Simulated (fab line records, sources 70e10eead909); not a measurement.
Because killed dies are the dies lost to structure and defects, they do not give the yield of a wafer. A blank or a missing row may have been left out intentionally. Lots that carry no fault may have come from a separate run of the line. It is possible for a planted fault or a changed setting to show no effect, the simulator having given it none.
Chamber matching    flow nand_harc    4 sister chambers for NHARC_P_M2_ETCH_35 on rie_diel-06
The step etches the open film in N2/H2, target depth 40 nm, overetch 12 nm, time 43.94 s. 14 wafers are shown with their chamber, then 6 later ones without.

WAFERS PAIRED WITH THEIR CHAMBERS
wafer   chamber  drypump_motor_current_A (A)  rf_vpp_V (V)  oes_product_au (a.u.)
L082.1  3        5.3                          432.9         0.997
L082.2  0        5.3                          432.3         1.008
L082.6  1        5.5                          434.1         0.993
L083.2  0        5.3                          432.9         1.002
L083.5  0        5.2                          433.1         1.006
L083.6  1        5.5                          434.0         0.985
L086.2  2        5.9                          429.8         0.991
L086.3  3        5.3                          431.7         0.984
L086.5  0        5.3                          430.9         0.998
L087.3  3        5.3                          432.7         0.986
L087.5  1        5.5                          432.8         0.997
L092.1  0        5.3                          433.1         1.005
L092.3  1        5.5                          432.9         0.985
L092.5  0        5.3                          432.9         1.006

SIGNATURES (means of the wafers above)
reading                  chamber 0  chamber 1  chamber 2  chamber 3  scatter within a chamber
drypump_motor_current_A  5.283      5.500      5.900      5.300      0.0289
rf_vpp_V                 432.533    433.450    429.800    432.433    0.769
oes_product_au           1.00417    0.99000    0.99100    0.98900    0.0052
Rule: a wafer's distance from a chamber is the root of the sum, over the readings, of the square of ((its reading less the chamber's mean) divided by the reading's scatter). If the next closest chamber is less than 2 further off than the closest, the wafer can't be placed; otherwise it belongs to the closest. The scatter: the root of (the sum of the squares of (reading less its chamber's mean) over the shown wafers, divided by (wafers less chambers)).

WAFERS MISSING THEIR CHAMBER
wafer   drypump_motor_current_A (A)  rf_vpp_V (V)  oes_product_au (a.u.)
L094.2  5.9                          428.3         0.996
L094.4  5.2                          431.5         1.004
L094.5  5.2                          433.0         1.005
L095.3  5.3                          432.9         1.005
L095.5  5.9                          428.9         1.000
L095.6  5.5                          433.2         0.978

CHAMBER TAKEN BY EACH
wafer   from the rows above      in truth
L094.2  2                        2
L094.4  can't be placed: 0 or 3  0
L094.5  can't be placed: 0 or 3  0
L095.3  0                        0
L095.5  2                        2
L095.6  1                        1
Placed correctly: 4 of 6. Cannot be placed on the basis of these rows: 2; the candidates contain the true chamber in 2. 0 placed wrongly.
